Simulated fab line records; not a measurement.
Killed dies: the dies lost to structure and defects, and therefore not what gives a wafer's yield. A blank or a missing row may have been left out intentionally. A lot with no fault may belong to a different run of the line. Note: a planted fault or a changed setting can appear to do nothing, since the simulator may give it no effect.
Struck lot and sound lot, side by side ; flow n5_finfet ; 27 steps out of a route of 1938
Sound: wafers L129.1, L129.3, L129.5. Struck: wafer L141.6 (L141.1, L141.5, from the same lot, were not struck and are left out); the cause is given at the end.
Each step with rows lists, per side, the tool, then ch with its chambers, then its first start. Under that, the readings that differ: sound wafers ; struck wafers ; difference of the means ; sigmas: that difference in standard deviations of wafers without a fault.
alike: readings whose means differ by less than 2 such deviations, and words and numbers that are the same on both sides. not compared: withheld readings, readings that some wafer has no value for, bounds like >300 that may hide the same value, and numbers for which the record gives no deviation and whose values overlap.
A row with sigmas, a row that says differs or no value, or rows on one side alone: a step with any of these is where the two part. Numbers that don't overlap but have no deviation are shown without sigmas and don't part them. Lack of a reading on every wafer of one side parts them only where that side has two or more wafers.

first, 10 steps without rows for these wafers: N5_FIN_SAQP_PRECLEAN_42 (cleans in O3/DIW, time 60 s); N5_FIN_SAQP_PRECLEAN_00 (cleans in SC1, time 60 s); N5_FIN_SAQP_PRECLEAN_44 (cleans in SC2, time 45 s); N5_FIN_SAQP_SRD_01 (time 30 s); N5_FIN_SAQP_ALD_61 (deposits SiO2, target thk 4 nm, pulse time 1 s, purge time 2 s); N5_FIN_SAQP_DENSIFY_62 (time 60 s); N5_FIN_SAQP_HM_DEP_03 (deposits SiNx from SiH4/NH3/N2, target thk 38 nm, time 33.6 s); N5_FIN_SAQP_PECVD_47 (deposits a-Si from SiH4/He, target thk 45 nm, time 36.3 s); N5_FIN_SAQP_PECVD_48 (deposits SiNx from SiH4/NH3/N2, target thk 25 nm, time 22.1 s); N5_FIN_SAQP_PECVD_06 (deposits a-Si from SiH4/He, target thk 60 nm, time 48.1 s).
N5_FIN_SAQP_HM_DEP_72: deposits SiO2 from SiH4/N2O, target thk 12 nm, time 7.2 s.
  sound on pecvd-02 ch 0,1, day 3 09:57; struck on pecvd-02 ch 0, day 6 10:59
reading;sound;struck;difference;sigmas
model.SiO2_of_FIN_SAQP_HM_DEP_72.thk_nm (nm);11.98 11.85 12.16;12.67;+0.67;
  alike: heater_power_w, showerhead_plenum_p_Torr, showerhead_vpp_V
then, 12 steps without rows for these wafers: N5_FIN_SAQP_COAT_49 (time 60 s, resist thk 100 nm); N5_FIN_SAQP_COAT_50 (time 60 s, resist thk 35 nm); N5_FIN_SAQP_COAT_10 (resist thk 90 nm); N5_FIN_SAQP_EBR_12; N5_FIN_SAQP_SOFTBAKE_11 (time 60 s); N5_FIN_SAQP_EXPOSE_13 (exposes mask FIN CORE, target cd 35.6 nm); N5_FIN_SAQP_PEB_14 (peb time 60 s); N5_FIN_SAQP_DEVELOP_15 (develop time 30 s); N5_FIN_SAQP_DESCUM_21 (chemistry O2, time 7.9 s); N5_FIN_SAQP_ETCH_51 (etches SiARC in CF4, target depth 45.5 nm, time 75.8 s); N5_FIN_SAQP_ETCH_52 (etches SOC in N2/H2, target depth 100 nm, overetch 20 nm, time 150 s); N5_FIN_SAQP_STRIP_53 (strips in N2/H2).
N5_FIN_SAQP_HM_OPEN_73: chemistry CHF3/O2, target SiO2, stops on a-Si, target depth 12 nm, time 16.8 s.
  sound on rie_diel-02 ch 0,3, day 3 10:41; struck on rie_diel-02 ch 0, day 6 12:02
reading;sound;struck;difference;sigmas
model.etch.depth_nm (nm);11.98 11.85 12.16;12.67;+0.67;
  alike: O2_flow_sccm, drypump_motor_current_A, oes_product_au, rf_vpp_V, showerhead_plenum_p_Torr, throttle_valve_pct
  not compared: rf_hours_counter_h
then, 1 step without rows for these wafers: N5_FIN_SAQP_STRIP_74 (strips in CHF3/O2).
-- a jump in the record: the struck wafers' starts before and after are 6 days apart (it breaks off in module FIN_SAQP and resumes in module BEOL_M4, where the first step shown is number 1111 of the route) --
N5_BEOL_M4_RC_MEAS_101:
  sound on prober-01 ch 0, day 9 08:35; struck on prober-01 ch 0, day 12 10:23
reading;sound;struck;difference;sigmas
DIBL_N (mV/V);39.2 37.4 38.4;33.5;-4.8;-3
IOFF_N (nA/um);0.21 0.16 0.18;0.11;-0.07;-2
IOFF_P (nA/um);0.26 0.20 0.24;0.15;-0.08;-2
SS_N (mV/dec);72.6 71.6 72.5;70.2;-2.0;-3
VT_N (mV);246 251 247;256;+8;+3
VT_P (mV);-247 -252 -246;-256;-8;-2
  alike: DIBL_P, ION_N, ION_P, SS_P
-- the record jumps here: 4 days lie between the struck wafers' starts before and after (it left off in module BEOL_M4 and takes up again in module PASSIVATION, whose first step shown is number 1936 of the route) --
N5_PASSIVATION_PROBE_49:
  rows exist in the record for the struck wafers here (prober-01, day 16 10:30), but not for the sound ones

== WHERE THEY PART ==
Earliest at N5_BEOL_M4_RC_MEAS_101; latest, in this record, at N5_PASSIVATION_PROBE_49.

WHY: the cause the simulator had injected
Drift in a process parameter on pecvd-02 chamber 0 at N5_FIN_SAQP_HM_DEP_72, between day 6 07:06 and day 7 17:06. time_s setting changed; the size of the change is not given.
